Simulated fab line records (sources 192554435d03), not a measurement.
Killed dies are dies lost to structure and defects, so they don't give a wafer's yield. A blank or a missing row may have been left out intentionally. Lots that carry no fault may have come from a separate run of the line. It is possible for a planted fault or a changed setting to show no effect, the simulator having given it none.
fab line records	flow n5_finfet
record: lots: 6	wafers: 16	last_day: 17
route steps=1938 shown BEOL_M1@801 BEOL_M4@1111 PASSIVATION@1936
lots untouched by any fault: they come from a run of this same line in which no faults occurred
start_h: the number of hours between the record's first day and the start of the first shown wafer of the lot	wait_h: hours from the lot's prior step to this one	" the same as in the row above	L1.1+2: several wafers, shown together as one row	- no value, or no start given	* or withheld: withheld	< > ~ a bound
route shown NAME@n: a module of which the file shows steps, and the number in the route of the first	usual: mean/standard deviation taken from wafers without a fault	same: alike in all rows	chamber/n: place in a boat	sites: the reading at each site	_std_site: standard deviation across them	_edge_site: inner sites' mean taken away from outer sites' mean	radius_mm: how far each site lies from the wafer's centre	mask NAME#n: copy n	behind: tool/chamber where the wafer was last shaped	hold: cause of the lot's hold/its duration in hours/its outcome	device: whichever transistor did not switch (one of n, p or np)	end of line: tests run on the same wafers once the route is complete	a step without rows: its recipe alone	killed: dies lost to structure and defects at the first sort, not the wafer's yield	map: dies across one wafer; x = killed, . = not, _ = none there
set.NAME: setting as actually run; set.NAME@STEP: the setting as run at that earlier step	model.NAME: the simulator's own value behind a step, which no gauge read
lots seen at some steps along the route; tables by step, rows by wafer
services: the hour from which a tool's chamber was out of use, counted from the record's first day as start_h (under 0 if before that day), plus the number of hours and why
== steps ==
step: N5_BEOL_M1_ETCH_41
recipe: chemistry: CH3F/O2	target: SiCN	target_depth_a: 319	taper_deg: 2	time_s: 57.8	ion_energy_ev: 120	mask_material: TiN	pressure_mtorr: 30	source_w: 395	bias_w: 75	Ar_flow_sccm: 150	CH3F_flow_sccm: 30	O2_flow_sccm: 20
usual: drypump_motor_current_A: 5.8/0.52	oes_product_au: 0.81/0.097	rf_vpp_V: 297.0/1.4	showerhead_plenum_p_Torr: 1.98/0.051	throttle_valve_pct: 16.22/0.27
lot.wafer	tool	chamber	start_h	wait_h	drypump_motor_current_A	oes_product_au	rf_hours_counter_h	rf_vpp_V	showerhead_plenum_p_Torr	throttle_valve_pct
L518.2	rie_diel-01	2	-	-	5.6	0.90	24	296.2	1.96	16.09
L518.3	"	1	"	"	5.7	0.67	220	295.1	1.89	16.40
L518.6	"	2	"	"	5.6	0.91	-	297.1	1.96	16.10
L519.1	rie_diel-03	3	-	-	6.4	0.95	12	297.3	1.95	15.70
L519.2	"	0	"	"	6.6	0.68	231	295.1	2.00	16.61
L519.3	"	1	"	"	4.7	0.92	22	296.4	1.96	16.34
L527.1	rie_diel-03	2	-	-	5.2	0.73	201	297.4	1.99	16.52
L527.2	"	0	"	"	6.5	0.69	243	296.2	1.99	16.61
L530.2	rie_diel-01	0	-	-	6.0	0.73	165	297.3	1.99	16.44
L530.3	"	2	"	"	5.6	0.86	48	297.9	1.95	16.15
L537.2	rie_diel-05	0	-	-	6.4	0.76	121	295.8	1.92	16.39
L537.3	"	1	"	"	5.4	0.79	72	298.5	2.03	16.08
L537.6	"	2	"	"	5.7	0.84	-	298.6	2.01	15.87
L540.1	rie_diel-01	1	-	-	5.7	0.97	5	300.1	2.13	15.96
L540.2	"	0	"	"	6.0	0.71	183	300.0	1.99	16.48
L540.6	"	1	"	"	5.7	0.97	-	299.3	2.13	15.96
step: N5_BEOL_M1_STRIP_97
recipe: chemistry: N2/H2	time_s: 10	power_w: 450	temp_c: 40	pressure_mtorr: 20	rf_frequency_hz: 6e+07	bias_power_w: 7	n2_flow_sccm: 200	h2_flow_sccm: 200
step: N5_BEOL_M1_OCD_MEAS_38
usual: trench_depth_nm: 55.5/1.5
lot.wafer	tool	chamber	start_h	wait_h	trench_depth_nm
L518.2	ocd-01	-	140.10	-	56.3
L518.3	"	-	"	"	54.8
L518.6	"	-	"	"	57.1
L519.1	ocd-01	-	153.68	-	57.1
L519.2	"	-	"	"	55.2
L519.3	"	-	"	"	56.0
L527.1	ocd-02	-	191.46	-	56.5
L527.2	"	-	"	"	55.1
L530.2	ocd-02	-	214.90	-	54.5
L530.3	"	-	"	"	56.6
L537.2	ocd-01	-	240.99	-	56.3
L537.3	"	-	"	"	53.2
L537.6	"	-	"	"	54.9
L540.1	ocd-01	-	266.20	-	57.3
L540.2	"	-	"	"	54.8
L540.6	"	-	"	"	57.1
step: N5_BEOL_M1_HM_STRIP_39
recipe: chemistry: peroxide_tin_strip	material: TiN	target_depth_a: 250	temp_c: 50	time_s: 158
step: N5_BEOL_M1_SRD_40
recipe: time_s: 30	temp_c: 23	rinse_liquid: diw	dry: ipa_marangoni
step: N5_BEOL_M1_PRECLEAN_42
recipe: chemistry: residue_remover	time_s: 60	temp_c: 40
step: N5_BEOL_M1_SRD_43
recipe: time_s: 30	temp_c: 23	rinse_liquid: diw	dry: ipa_marangoni
step: N5_BEOL_M1_CD_MEAS_35
recipe: target_cd_nm: 18	target_cd_y_nm: 21	polarity: opening
usual: cd_nm: 18.1/0.42
lot.wafer	tool	chamber	start_h	wait_h	cd_nm
L518.2	cd_sem-01	-	140.26	0.0	17.7
L518.3	"	-	"	"	18.9
L518.6	"	-	"	"	17.8
L519.1	cd_sem-02	-	153.83	0.0	18.1
L519.2	"	-	"	"	18.7
L519.3	"	-	"	"	17.8
L527.1	cd_sem-01	-	191.61	0.0	17.7
L527.2	"	-	"	"	17.9
L530.2	cd_sem-03	-	215.05	0.0	17.7
L530.3	"	-	"	"	17.6
L537.2	cd_sem-01	-	241.14	0.0	18.2
L537.3	"	-	"	"	18.7
L537.6	"	-	"	"	17.7
L540.1	cd_sem-01	-	266.36	0.0	17.7
L540.2	"	-	"	"	18.6
L540.6	"	-	"	"	17.9
step: N5_BEOL_M1_DEGAS_44
recipe: ambient: vacuum	temp_c: 250	time_s: 60
step: N5_BEOL_M1_PRE_CLEAN_45
recipe: gas: H2/He	time_s: 30	temp_c: 250
usual: heater_power_w: 324/33
lot.wafer	tool	chamber	start_h	wait_h	heater_power_w
L518.2	pvd_sputter-01	-	141.04	0.0	347
L518.3	"	-	"	"	342
L518.6	"	-	"	"	354
L519.1	pvd_sputter-03	-	154.25	0.0	361
L519.2	"	-	"	"	314
L519.3	"	-	"	"	269
L527.1	pvd_sputter-03	-	191.98	0.0	313
L527.2	"	-	"	"	325
L530.2	pvd_sputter-03	-	216.04	0.0	374
L530.3	"	-	"	"	277
L537.2	pvd_sputter-02	-	241.65	0.0	357
L537.3	"	-	"	"	294
L537.6	"	-	"	"	259
L540.1	pvd_sputter-01	-	266.91	0.0	344
L540.2	"	-	"	"	351
L540.6	"	-	"	"	346
step: N5_BEOL_M1_ALD_84
recipe: material: TaN	target_thk_a: *	temp_c: 275	ald_precursor_family: PDMAT	ald_co_reactant: NH3	pressure_torr: 3	carrier_flow_sccm: 1500	pulse_time_s: 2	purge_time_s: 3	co_reactant_purge_time_s: 2	co_reactant_pulse_time_s: 3	ald_cycles: 30	precursor_vessel_temp_c: 75	precursor_vessel_pressure_torr: 26.25	precursor_vessel_carrier_sccm: 1000
usual: heater_power_w: 433/40
same: co_reactant_pulse_time_s: 3
lot.wafer	tool	chamber	start_h	wait_h	heater_power_w	since_wet_clean_h
L518.2	ald_metal-04	3	141.12	0.1	361	5958
L518.3	"	1	"	"	439	5958
L518.6	"	2	"	"	494	-
L519.1	ald_metal-02	3	154.33	0.1	411	2894
L519.2	"	1	"	"	416	2894
L519.3	"	0	"	"	423	2894
L527.1	ald_metal-03	3	192.04	0.0	457	4470
L527.2	"	2	"	"	445	4470
L530.2	ald_metal-04	2	216.12	0.1	493	6033
L530.3	"	0	"	"	415	6033
L537.2	ald_metal-04	1	241.72	0.1	431	6059
L537.3	"	3	"	"	367	6059
L537.6	"	3	"	"	369	-
L540.1	ald_metal-02	0	267.13	0.2	426	3007
L540.2	"	1	"	"	423	3007
L540.6	"	0	"	"	429	-
step: N5_BEOL_M1_SURFACE_TREAT_85
recipe: gas: Ar	time_s: *	ion_energy_ev: *	ion_current_ma_cm2: 0.5	pressure_mtorr: *	ar_flow_sccm: 30
usual: throttle_valve_pct: *
lot.wafer	tool	chamber	start_h	wait_h	throttle_valve_pct
L518.2	pvd_sputter-03	-	141.65	0.4	*
L518.3	"	-	"	"	*
L518.6	"	-	"	"	*
L519.1	pvd_sputter-03	-	154.63	0.2	*
L519.2	"	-	"	"	*
L519.3	"	-	"	"	*
L527.1	pvd_sputter-03	-	192.27	0.1	*
L527.2	"	-	"	"	*
L530.2	pvd_sputter-03	-	216.42	0.2	*
L530.3	"	-	"	"	*
L537.2	pvd_sputter-02	-	242.01	0.2	*
L537.3	"	-	"	"	*
L537.6	"	-	"	"	*
L540.1	pvd_sputter-01	-	267.43	0.2	*
L540.2	"	-	"	"	*
L540.6	"	-	"	"	*
step: N5_BEOL_M1_CVD_47
recipe: material: Co	target_thk_a: 30	temp_c: withheld	precursor: CCTBA/H2	pressure_torr: 30	time_s: 223.8
usual: run_length_s: 246.9/0.44
lot.wafer	tool	chamber	start_h	wait_h	run_length_s	since_wet_clean_h
L518.2	cvd_co-01	1	141.86	0.2	246.9	1121
L518.3	"	2	"	"	246.9	224
L518.6	"	1	"	"	246.8	-
L519.1	cvd_co-01	1	154.69	0.0	246.6	1133
L519.2	"	2	"	"	246.9	237
L519.3	"	0	"	"	246.5	696
L527.1	cvd_co-01	2	192.36	0.1	246.6	274
L527.2	"	0	"	"	110.3	734
L530.2	cvd_co-01	0	216.49	0.0	110.4	758
L530.3	"	1	"	"	110.4	1195
L537.2	cvd_co-02	0	242.34	0.3	248.1	-
L537.3	"	0	"	"	248.0	-
L537.6	"	0	"	"	247.5	-
L540.1	cvd_co-02	0	267.50	0.0	247.7	1028
L540.2	"	2	"	"	246.9	568
L540.6	"	2	"	"	247.1	-
step: N5_BEOL_M1_SPUTTER_48
recipe: material: Cu	target_thk_a: 45	temp_c: -20	chamber_pressure_pa: 0.07	power_w: withheld	time_s: 8.29
usual: throttle_valve_pct: 29.8/1.1
lot.wafer	tool	chamber	start_h	wait_h	throttle_valve_pct
L518.2	pvd_sputter-01	-	142.02	0.1	31.5
L518.3	"	-	"	"	30.5
L518.6	"	-	"	"	31.7
L519.1	pvd_sputter-03	-	154.85	0.1	27.7
L519.2	"	-	"	"	29.2
L519.3	"	-	"	"	30.3
L527.1	pvd_sputter-01	-	192.57	0.1	30.7
L527.2	"	-	"	"	28.2
L530.2	pvd_sputter-01	-	216.67	0.1	31.6
L530.3	"	-	"	"	30.4
L537.2	pvd_sputter-02	-	242.70	0.3	30.6
L537.3	"	-	"	"	29.4
L537.6	"	-	"	"	30.1
L540.1	pvd_sputter-01	-	267.67	0.1	30.9
L540.2	"	-	"	"	32.0
L540.6	"	-	"	"	28.5
step: N5_BEOL_M4_RC_MEAS_101
usual: DIBL_N: 37.3/2.3	DIBL_P: 37.4/2.9	IOFF_N: 0.18/0.045	IOFF_P: 0.25/0.054	ION_N: 679/15	ION_P: 468/9.7	SS_N: 71.8/0.62	SS_P: 73.6/0.76	VT_N: 248/4.1	VT_P: -248/3.6
lot.wafer	tool	chamber	start_h	wait_h	DIBL_N[mV/V]	DIBL_P[mV/V]	IOFF_N[nA/um]	IOFF_P[nA/um]	ION_N[uA/um]	ION_P[uA/um]	SS_N[mV/dec]	SS_P[mV/dec]	VT_N[mV]	VT_P[mV]
L518.2	prober-01	0	182.72	0.2	35.3	35.3	0.13	0.23	666	466	71.9	73.4	255	-243
L518.3	"	0	"	"	39.5	39.8	0.22	0.34	697	486	72.1	74.6	245	-240
L518.6	"	0	"	"	38.5	39.0	0.19	0.30	684	468	72.4	74.3	248	-243
L519.1	prober-02	0	189.47	0.0	35.9	35.3	0.17	0.23	682	465	71.6	73.5	248	-248
L519.2	"	0	"	"	37.1	38.7	0.20	0.29	701	480	72.1	74.0	245	-244
L519.3	"	0	"	"	35.6	35.6	0.16	0.22	678	465	71.3	73.4	250	-248
L527.1	prober-01	0	235.73	0.0	39.3	40.3	0.24	0.27	697	474	73.0	74.3	243	-249
L527.2	"	0	"	"	36.9	38.9	0.18	0.25	673	462	72.5	73.3	247	-249
L530.2	prober-02	0	260.65	0.2	36.0	35.6	0.14	0.22	664	464	71.8	73.6	254	-249
L530.3	"	0	"	"	34.1	32.9	0.12	0.17	647	453	71.5	73.9	254	-251
L537.2	prober-01	0	292.18	0.2	41.3	43.0	0.27	0.40	708	496	73.1	74.5	242	-240
L537.3	"	0	"	"	40.9	42.5	0.25	0.37	685	481	72.1	74.9	242	-241
L537.6	"	0	"	"	39.7	41.2	0.23	0.33	675	475	71.7	74.3	245	-243
L540.1	prober-02	0	301.45	0.0	37.2	36.9	0.20	0.31	704	488	71.1	73.8	247	-243
L540.2	"	0	"	"	34.1	32.9	0.12	0.21	657	469	71.4	73.2	256	-249
L540.6	"	0	"	"	37.6	36.2	0.18	0.26	673	471	72.6	73.4	249	-246
step: N5_PASSIVATION_PROBE_49
usual: defect_limited_yield: 91.3/1.5	killed_at_M0_to_M3: 35/8.7	killed_at_M4_up: 14/5.5	killed_at_contacts: 11/5.6	killed_at_front_end: 39/13	killed_at_other: 3.7/2.2	killed_dies: 103/18	killed_open: 69/14	killed_short: 33/7.8	sort_bin_4_leakage: 0.02/0.15	sort_bin_5_function: 5.1/0.99	sort_bin_6_memory: 3.3/0.67	sort_bin_8_speed: 0.02/0.17	sort_n_pass: 1077/18	sort_yield_pct: 91.2/1.5
same: gross_dies: 1180	killed_at_back_side: 0
lot.wafer	tool	chamber	start_h	wait_h	defect_limited_yield[%]	killed_at_M0_to_M3	killed_at_M4_up	killed_at_contacts	killed_at_front_end	killed_at_other	killed_dies	killed_open	killed_short	sort_bin_4_leakage[%]	sort_bin_5_function[%]	sort_bin_6_memory[%]	sort_bin_8_speed[%]	sort_n_pass	sort_yield_pct[%]
L519.1	prober-01	-	294.05	0.0	93.1	33	11	10	23	4	81	51	29	0	3.7	2.8	0.08	1099	93.1
L519.2	prober-01	-	294.10	0.1	88.0	45	6	17	71	3	142	90	51	0	7.0	4.4	0	1038	88.0
L519.3	prober-01	-	294.15	0.1	90.4	28	16	10	52	7	113	66	47	0	5.8	3.5	0	1067	90.4
L527.1	prober-01	-	352.38	0.0	89.9	44	13	4	56	2	119	80	39	0	5.3	4.6	0	1061	89.9
killed by level:class
L519.1 BEOL_M0_SAQP:geometric_particle:short=13 BEOL_M0_SAQP:geometric_particle:open=8 FIN_SAQP:geometric_particle:open=6 STI_FIN_REVEAL:geometric_particle:open=6 MOL_CONTACT_COAG:geometric_particle:open=6 BEOL_M3:geometric_particle:open=5 GATE_CUT:geometric_particle:short=4 MOL_CONTACT_COAG:geometric_particle:short=4
L519.2 BEOL_M0_SAQP:geometric_particle:short=16 FIN_SAQP:geometric_particle:open=13 STI_FIN_REVEAL:geometric_particle:open=13 MOL_CONTACT_COAG:geometric_particle:open=13 FIN_SAQP:geometric_particle:short=12 BEOL_M3:geometric_particle:open=9 BEOL_M0_SAQP:geometric_particle:open=7 STARTING-WAFER:geometric_particle:short=7
L519.3 FIN_SAQP:geometric_particle:short=10 FIN_SAQP:geometric_particle:open=10 BEOL_M0_SAQP:geometric_particle:short=10 GATE_CUT:geometric_particle:short=9 MOL_CONTACT_COAG:geometric_particle:open=9 GATE_CUT:geometric_particle:open=6 BEOL_M0_SAQP:geometric_particle:open=5 BEOL_M3:geometric_particle:open=5
L527.1 STI_FIN_REVEAL:geometric_particle:open=16 GATE_CUT:geometric_particle:short=12 BEOL_M2:geometric_particle:open=12 BEOL_M4:geometric_particle:open=10 BEOL_M3:geometric_particle:open=6 FIN_SAQP:geometric_particle:open=5 GATE_CUT:geometric_particle:open=5 BEOL_M0_SAQP:geometric_particle:short=5
== services ==
tool	chamber	start_h	hours	kind
cvd_co-02	2	117.34	1.5	repair
rie_diel-01	2	125.19	5.3	repair
rie_diel-03	3	130.46	6.6	repair
ald_metal-04	-	132.24	8.7	pm
cvd_co-02	-	133.61	14.6	pm
rie_diel-05	3	157.68	15.8	repair
pvd_sputter-01	-	166.67	1.7	repair
ald_metal-02	-	178.07	6.0	pm
cvd_co-01	-	195.01	0.2	repair
cvd_co-02	0	214.70	22.8	repair
rie_diel-03	0	214.92	-	clean
rie_diel-03	0	214.92	-	consumable_replace:focus_ring
rie_diel-03	0	214.92	18.6	scheduled_down
rie_diel-03	0	214.92	18.6	vent_cycle
rie_diel-05	3	215.50	3.4	repair
rie_diel-05	1	223.62	5.1	repair
cvd_co-02	2	232.10	17.3	repair
rie_diel-01	1	235.70	-	clean
rie_diel-01	1	235.70	-	consumable_replace:focus_ring
rie_diel-01	1	235.70	-	consumable_replace:showerhead
rie_diel-01	1	235.70	14.6	scheduled_down
rie_diel-01	1	235.70	14.6	vent_cycle
rie_diel-01	3	248.54	4.6	repair
== key ==
first_sign: step: N5_BEOL_M1_CVD_47	reading: run_length_s	direction: down	sigmas: 99+	usual: *	struck: *
effect none on later readings
met_at N5_BEOL_M1_CVD_47
struck_wafers L527.2,L530.2,L530.3
onset_between 154.69 192.36
fault: kind: process_parameter_drift	tool: cvd_co-01	chamber: -	onset_h: 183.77	steps: N5_BEOL_M1_CVD_47	channel: time_s	offset: *	shape: step	end_h: 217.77	scope: struck_wafers_only	acts_in: *	stated: *
